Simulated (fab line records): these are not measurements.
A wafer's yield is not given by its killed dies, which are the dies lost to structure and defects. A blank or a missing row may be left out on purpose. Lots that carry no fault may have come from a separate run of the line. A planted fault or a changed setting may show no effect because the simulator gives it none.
Lot-split experiment + flow n5 finfet + 7 lots, 21 wafers read, on a route of 1938 steps

## ON THE SPLIT
At N5_PASSIVATION_PASS_ETCH_47 (etches SiNx in CF4/O2, target depth 770 nm, time 385 s), the setting time s was moved away from the recipe's 385 s on 9 of the 21 wafers read, by -11.2% to +12.0%. This setting was run at the recipe's value on the other wafers.

The split's own step is where the reading is taken.

## THE READING
etch.depth nm (the simulator's own value, which no gauge read), in nm, at N5_PASSIVATION_PASS_ETCH_47 (etches SiNx in CF4/O2, target depth 770 nm, time 385 s). There is no usual value for it anywhere in the file. Average 771.1 nm, standard deviation 10 nm, over the 12 wafers here run with the recipe.

| wafer  | tool, chamber at the split | time s as run, s | against the recipe | etch.depth nm, nm | against lot-mates on the recipe |
|--------|----------------------------|------------------|--------------------|-------------------|---------------------------------|
| L075.3 | rie diel-01, 1             | 425.9            | +10.6%             | 857               | +64.5                           |
| L075.5 | rie diel-01, 0             | 425.9            | +10.6%             | 870               | +77.5                           |
| L075.6 | rie diel-01, 3             | 385              | recipe             | 792.5             | -                               |
| L085.1 | rie diel-01, 3             | 431.3            | +12.0%             | 863               | no lot-mate on the recipe       |
| L085.5 | rie diel-01, 3             | 431.3            | +12.0%             | 864.8             | no lot-mate on the recipe       |
| L085.6 | rie diel-01, 0             | 431.3            | +12.0%             | 870.3             | no lot-mate on the recipe       |
| L089.1 | rie diel-04, 2             | 341.8            | -11.2%             | 684.4             | -85.0                           |
| L089.4 | rie diel-04, 1             | 341.8            | -11.2%             | 687.6             | -81.8                           |
| L089.6 | rie diel-04, 3             | 385              | recipe             | 769.4             | -                               |
| L088.2 | rie diel-04, 2             | 385              | recipe             | 774.6             | -                               |
| L088.4 | rie diel-04, 3             | 385              | recipe             | 775.7             | -                               |
| L088.6 | rie diel-04, 1             | 385              | recipe             | 783.6             | -                               |
| L096.2 | rie diel-05, 3             | 385              | recipe             | 771.1             | -                               |
| L096.3 | rie diel-05, 0             | 412.8            | +7.2%              | 825.6             | +54.5                           |
| L096.6 | rie diel-05, 2             | 412.8            | +7.2%              | 828.1             | +57.0                           |
| L093.1 | rie diel-05, 0             | 385              | recipe             | 766.7             | -                               |
| L093.3 | rie diel-05, 1             | 385              | recipe             | 755.2             | -                               |
| L093.6 | rie diel-05, 0             | 385              | recipe             | 769.6             | -                               |
| L095.2 | rie diel-05, 0             | 385              | recipe             | 770.5             | -                               |
| L095.5 | rie diel-05, 1             | 385              | recipe             | 752.8             | -                               |
| L095.6 | rie diel-05, 2             | 385              | recipe             | 771.7             | -                               |

THE FIT
A straight line over all 21 wafers: etch.depth nm changes by +7.93 nm for each +1% of time s; r = +0.99; the points scatter about the line by 9 nm.
The same after taking each lot's own level away (the mean of its wafers on the recipe; 18 wafers): +7.2 nm for each +1%; r = +0.99; scatter 6 nm.
Per that fit: largest time s move, reading shift of 87 nm.
The lots' own levels span 763.83 to 792.50 nm, that is 2.8 times the standard deviation above.
Thus the slope moves with the lot-to-lot level: the two fits are different.
Check: with one of the wafers moved furthest among these (-11.2%) left out of the fit, the line predicts -79.7 nm for it against its lot-mates. It came out at -85 nm against them.

## FURTHER SPLITS ON THESE WAFERS
Note: prior to the reading, these wafers also went through further splits. Each is held against what the fit with the lots' levels taken away leaves over:
| other split on the same wafers        | wafers away from the commonest value | r with etch.depth nm (lot level and that fit taken away) |
|---------------------------------------|--------------------------------------|----------------------------------------------------------|
| N5_BEOL_M13_TRENCH_ETCH_34 time s     | 2                                    | -0.01                                                    |
| N5_BEOL_M14_EXPOSE_25 dose mj         | 5                                    | +0.35                                                    |
| N5_BEOL_M14_DEVELOP_27 develop time s | 7                                    | +0.27                                                    |
| N5_MIM_BOT_SPUTTER_00 time s          | 5                                    | -0.29                                                    |
| N5_PASSIVATION_ETCH_15 bias w         | 4                                    | +0.14                                                    |

## THE FILE'S OWN FIT
etch.depth nm changes by +7.19 nm for each +1% of time s, r = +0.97.
